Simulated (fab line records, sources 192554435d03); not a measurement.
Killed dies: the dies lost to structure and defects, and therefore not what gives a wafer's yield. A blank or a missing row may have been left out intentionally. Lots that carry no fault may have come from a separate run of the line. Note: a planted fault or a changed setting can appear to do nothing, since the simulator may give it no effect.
Split-lot trial ; flow n5_finfet ; 39 wafers read from 7 lots, route of 1938 steps

== THE SPLIT ITSELF ==
At N5_FIN_SAQP_ALD_61 (deposits SiO2, target thk 4 nm, pulse time 1 s, purge time 2 s), the setting ald_cycles was moved away from the recipe's 43 on 12 of the 39 wafers read, by -11.6% to +7.0%. The other wafers ran this setting at the recipe's value.

The reading is taken at the split's own step.

== THE READING ==
SiO2_of_FIN_SAQP_ALD_61.thk_nm (the simulator's own value, which no gauge read), in nm, at N5_FIN_SAQP_ALD_61 (deposits SiO2, target thk 4 nm, pulse time 1 s, purge time 2 s). There is no usual value for it anywhere in the file. Across the 27 wafers here that went through the recipe, the average is 4.000 nm and the standard deviation 0.015 nm.

wafer;tool, chamber at the split;ald_cycles as run;against the recipe;SiO2_of_FIN_SAQP_ALD_61.thk_nm, nm;against lot-mates on the recipe
L074.1;ald_sin-04, 1;43;recipe;3.991;-
L074.2;ald_sin-04, 2,0;43;recipe;3.988;-
L074.4;ald_sin-04, 2,0;43;recipe;3.988;-
L074.3;ald_sin-04, 3;43;recipe;4.021;-
L074.5;ald_sin-04, 2;43;recipe;4.001;-
L074.6;ald_sin-04, 3;43;recipe;4.019;-
L075.1;ald_sin-03, 2;38;-11.6%;3.519;-0.494
L075.2;ald_sin-03, 1;43;recipe;4.012;-
L075.3;ald_sin-03, 0;38;-11.6%;3.541;-0.472
L075.4;ald_sin-03, 3;43;recipe;4.006;-
L075.5;ald_sin-03, 2;38;-11.6%;3.505;-0.508
L075.6;ald_sin-03, 1;43;recipe;4.022;-
L079.1;ald_sin-03, 3;46;+7.0%;4.291;+0.312
L079.2;ald_sin-03, 2;43;recipe;3.96;-
L079.3;ald_sin-03, 0;46;+7.0%;4.249;+0.270
L079.4;ald_sin-03, 1;46;+7.0%;4.262;+0.283
L079.5;ald_sin-03, 0;43;recipe;3.985;-
L079.6;ald_sin-03, 1;43;recipe;3.991;-
L083.1;ald_sin-03, 1;43;recipe;4.002;-
L083.3;ald_sin-03, 2;43;recipe;3.986;-
L083.5;ald_sin-03, 2;43;recipe;3.985;-
L087.1;ald_sin-02, 2;43;recipe;4.028;-
L087.2;ald_sin-02, 0;43;recipe;4.009;-
L087.3;ald_sin-02, 3;43;recipe;4.023;-
L087.4;ald_sin-02, 1;43;recipe;4.003;-
L087.5;ald_sin-02, 2;43;recipe;4.016;-
L087.6;ald_sin-02, 3;43;recipe;4.007;-
L088.1;ald_sin-03, 2;38;-11.6%;3.543;-0.450
L088.2;ald_sin-03, 1;38;-11.6%;3.558;-0.435
L088.3;ald_sin-03, 3;43;recipe;3.986;-
L088.4;ald_sin-03, 0;43;recipe;3.995;-
L088.5;ald_sin-03, 1;43;recipe;3.999;-
L088.6;ald_sin-03, 2;38;-11.6%;3.52;-0.473
L097.1;ald_sin-04, 2;38;-11.6%;3.515;-0.477
L097.2;ald_sin-04, 0;43;recipe;3.99;-
L097.3;ald_sin-04, 3;38;-11.6%;3.535;-0.457
L097.4;ald_sin-04, 1;38;-11.6%;3.542;-0.450
L097.5;ald_sin-04, 1;43;recipe;3.998;-
L097.6;ald_sin-04, 2;43;recipe;3.988;-
Rows listing several chambers each stand for several wafers; the file does not say which wafer went through which chamber.

FIT RESULTS
A straight line over all 39 wafers: SiO2_of_FIN_SAQP_ALD_61.thk_nm changes by +0.04 nm for each +1% of ald_cycles; r = +1.00; the points scatter about the line by 0.016 nm.
The same after taking each lot's own level away (the mean of its wafers on the recipe; 39 wafers): +0.0405 nm for each +1%; r = +1.00; scatter 0.015 nm.
According to that fit, moving ald_cycles by its largest amount changes the reading by 0.47 nm.
The span of the lots' own levels, 3.9787 to 4.0143 nm, comes to 2.3 times the standard deviation stated above.
The two slopes are in agreement: the lot-to-lot level therefore moves the slope only a little.
Check: for one of the wafers moved furthest among these (-11.6%), held out of the fit, the line's prediction against its lot-mates is -0.467 nm. Against them it came out at -0.494 nm.

== FILE'S OWN FIT ==
SiO2_of_FIN_SAQP_ALD_61.thk_nm changes by +0.0404 nm for each +1% of ald_cycles, r = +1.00.
